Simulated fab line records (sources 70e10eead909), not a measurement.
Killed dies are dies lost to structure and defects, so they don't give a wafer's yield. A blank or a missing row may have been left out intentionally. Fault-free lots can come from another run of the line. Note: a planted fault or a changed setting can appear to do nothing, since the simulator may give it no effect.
Matching of chambers + flow nand harc + NHARC_P_GATE_ETCH_104 on rie diel-10 has 4 sister chambers
The step etches the open film in CF4/CHF3, target depth 60 nm. 16 wafers are shown with their chamber, then 8 later ones without.

== WAFERS PAIRED WITH THEIR CHAMBERS ==
| wafer  | chamber | drypump motor current A (A) | rf vpp V (V) | throttle valve pct (%) |
|--------|---------|-----------------------------|--------------|------------------------|
| L075.1 | 0       | 5.9                         | 371.7        | 16.817                 |
| L075.2 | 1       | 5.8                         | 369.2        | 16.797                 |
| L075.4 | 2       | 5.5                         | 369.4        | 16.797                 |
| L077.2 | 2       | 5.4                         | 370.5        | 16.791                 |
| L077.5 | 0       | 5.9                         | 373.2        | 16.804                 |
| L077.6 | 3       | 5.7                         | 369.6        | 16.791                 |
| L081.3 | 2       | 5.5                         | 370.8        | 16.808                 |
| L081.5 | 3       | 5.7                         | 367.4        | 16.799                 |
| L081.6 | 2       | 5.4                         | 370.0        | 16.796                 |
| L084.1 | 0       | 5.9                         | 372.0        | 16.814                 |
| L084.2 | 3       | 5.7                         | 369.6        | 16.801                 |
| L084.4 | 1       | 5.8                         | 370.3        | 16.795                 |
| L090.2 | 3       | 5.7                         | 368.7        | 16.802                 |
| L090.4 | 3       | 5.7                         | 367.6        | 16.807                 |
| L090.5 | 2       | 5.4                         | 370.9        | 16.788                 |
| L094.1 | 1       | 5.8                         | 368.5        | 16.802                 |

SIGNATURES (averages over the wafers above)
| reading                 | chamber 0 | chamber 1 | chamber 2 | chamber 3 | scatter within a chamber |
|-------------------------|-----------|-----------|-----------|-----------|--------------------------|
| drypump motor current A | 5.900     | 5.800     | 5.440     | 5.700     | 0.0316                   |
| rf vpp V                | 372.300   | 369.333   | 370.320   | 368.580   | 0.861                    |
| throttle valve pct      | 16.81167  | 16.79800  | 16.79600  | 16.80000  | 0.00638                  |
Rule: distance of a wafer from a chamber = root of the sum over the readings of ((wafer's reading minus chamber's mean) / reading's scatter) squared. The wafer belongs to the nearest chamber; if the next one is less than 2 further off, it can't be placed. How the scatter is found: for the shown wafers, subtract from each reading the mean of its chamber, square and add these, divide the total by (wafers less chambers), then take the root.

== WAFERS WITH NO CHAMBER GIVEN ==
| wafer  | drypump motor current A (A) | rf vpp V (V) | throttle valve pct (%) |
|--------|-----------------------------|--------------|------------------------|
| L094.2 | 5.4                         | 370.9        | 16.807                 |
| L094.3 | 5.9                         | 372.8        | 16.800                 |
| L093.1 | 5.5                         | 370.0        | 16.806                 |
| L093.3 | 5.8                         | 368.2        | 16.793                 |
| L093.4 | 5.7                         | 369.8        | 16.803                 |
| L096.2 | 5.5                         | 371.7        | 16.791                 |
| L096.3 | 5.7                         | 368.6        | 16.803                 |
| L096.6 | 5.9                         | 373.4        | 16.829                 |

== WHICH CHAMBER EACH WENT THROUGH ==
| wafer  | from the rows above     | in truth |
|--------|-------------------------|----------|
| L094.2 | 2                       | 2        |
| L094.3 | 0                       | 0        |
| L093.1 | 2                       | 2        |
| L093.3 | can't be placed: 1 or 3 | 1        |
| L093.4 | can't be placed: 3 or 1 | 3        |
| L096.2 | 2                       | 2        |
| L096.3 | 3                       | 3        |
| L096.6 | 0                       | 0        |
6 of 8 placed correctly. Can't be placed from these rows: 2 (the true chamber is among the candidates in 2). 0 placed wrongly.
